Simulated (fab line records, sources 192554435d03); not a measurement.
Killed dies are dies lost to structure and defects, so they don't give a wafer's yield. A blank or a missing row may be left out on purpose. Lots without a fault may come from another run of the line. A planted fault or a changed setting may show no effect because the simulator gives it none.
A struck lot beside a sound one | flow n5_finfet | 15 steps out of a route of 1938
Sound: wafers L261.1, L261.3, L261.4. Struck: wafer L272.1. (L272.3 of the same lot was not struck and is left out.) The cause comes at the end.
At each step with rows: each side's tool, then ch and its chambers, then its first start. Under that, the readings that differ: sound wafers | struck wafers | difference of the means | sigmas: that difference in standard deviations of wafers without a fault.
alike: readings whose means differ by less than 2 such deviations, and words and numbers that are the same on both sides. not compared: withheld readings, readings that some wafer has no value for, bounds like >300 that may hide the same value, and numbers for which the record gives no deviation and whose values overlap.
The two part at a step that has a row with sigmas, a row that says differs or no value, or rows on one side only. Numbers that don't overlap but have no deviation are shown without sigmas and don't part them. A reading that every wafer of one side lacks parts them only if that side has two wafers or more.

first, 8 steps without rows for these wafers: N5_BEOL_M2_COAT_62 (time 60 s, resist thk 12 nm); N5_BEOL_M2_COAT_73 (time 60 s, resist thk 5 nm); N5_BEOL_M2_COAT_05 (resist thk 30 nm); N5_BEOL_M2_EBR_07; N5_BEOL_M2_SOFTBAKE_06 (time 60 s); N5_BEOL_M2_EXPOSE_08 (exposes mask M2); N5_BEOL_M2_PEB_09 (peb time 60 s); N5_BEOL_M2_DEVELOP_10 (develop time 30 s).
N5_BEOL_M2_CD_MEAS_11: target cd 16.79 nm.
  sound on cd_sem-03 ch 0, day 8 07:59; struck on cd_sem-02 ch 0, day 11 02:25
  alike: cd_nm
N5_BEOL_M2_OVL_MEAS_12:
  sound on overlay-02 ch 0, day 8 08:01; struck on overlay-01 ch 0, day 11 02:26
  alike: M2_OVL
N5_BEOL_M2_INSPECT_13: inspects for defects (brightfield).
  sound on defect_inspect-01, day 8 08:04; struck on defect_inspect-01, day 11 02:30
  alike: raw_defect_count
N5_BEOL_M2_DESCUM_16: chemistry O2, time 7 s.
  sound on rie_diel-06 ch 1,2, day 8 08:07; struck on rie_diel-01 ch 3, day 11 03:13
  reading                | sound             | struck | difference | sigmas
  throttle_valve_pct (%) | 20.38 20.27 20.39 | 20.76  | +0.41      | +3
  alike: drypump_motor_current_A, oes_product_au, rf_vpp_V, showerhead_plenum_p_Torr
  not compared: rf_hours_counter_h
N5_BEOL_M2_ETCH_74: etches underlayer in N2/H2, target depth 6.5 nm, time 5.2 s.
  sound on rie_diel-06 ch 1,2, day 8 08:08; struck on rie_diel-01 ch 3, day 11 03:16
  reading               | sound          | struck | difference | sigmas
  etch_rf_on_time_s (s) | 5.33 5.20 5.28 | 3.82   | -1.45      | -15
  alike: drypump_motor_current_A, h2_flow_sccm, oes_product_au, rf_vpp_V, showerhead_plenum_p_Torr, throttle_valve_pct
  not compared: rf_hours_counter_h
N5_BEOL_M2_ETCH_63: etches SiARC in CF4, target depth 15.6 nm, time 26 s.
  sound on rie_diel-06 ch 1,2, day 8 08:10; struck on rie_diel-01 ch 3, day 11 03:16
  alike: drypump_motor_current_A, etch_rf_on_time_s, oes_product_au, rf_vpp_V, showerhead_plenum_p_Torr, throttle_valve_pct
  not compared: rf_hours_counter_h
N5_BEOL_M4_RC_MEAS_101:
  sound on prober-01 ch 0, day 9 21:52; struck on prober-02 ch 0, day 12 16:13
  reading        | sound          | struck | difference | sigmas
  DIBL_N (mV/V)  | 34.8 35.4 35.2 | 39.7   | +4.6       | +3
  DIBL_P (mV/V)  | 34.9 35.2 35.1 | 41.2   | +6.1       | +3
  IOFF_N (nA/um) | 0.14 0.14 0.15 | 0.23   | +0.09      | +3
  IOFF_P (nA/um) | 0.20 0.19 0.20 | 0.28   | +0.08      | +2
  ION_N (uA/um)  | 669 661 678    | 703    | +34        | +3
  ION_P (uA/um)  | 459 452 460    | 477    | +20        | +3
  alike: SS_N, SS_P, VT_N, VT_P

WHERE THEY PART
First at N5_BEOL_M2_DESCUM_16; last, within this record, at N5_BEOL_M4_RC_MEAS_101.

WHY: what the simulator had put in
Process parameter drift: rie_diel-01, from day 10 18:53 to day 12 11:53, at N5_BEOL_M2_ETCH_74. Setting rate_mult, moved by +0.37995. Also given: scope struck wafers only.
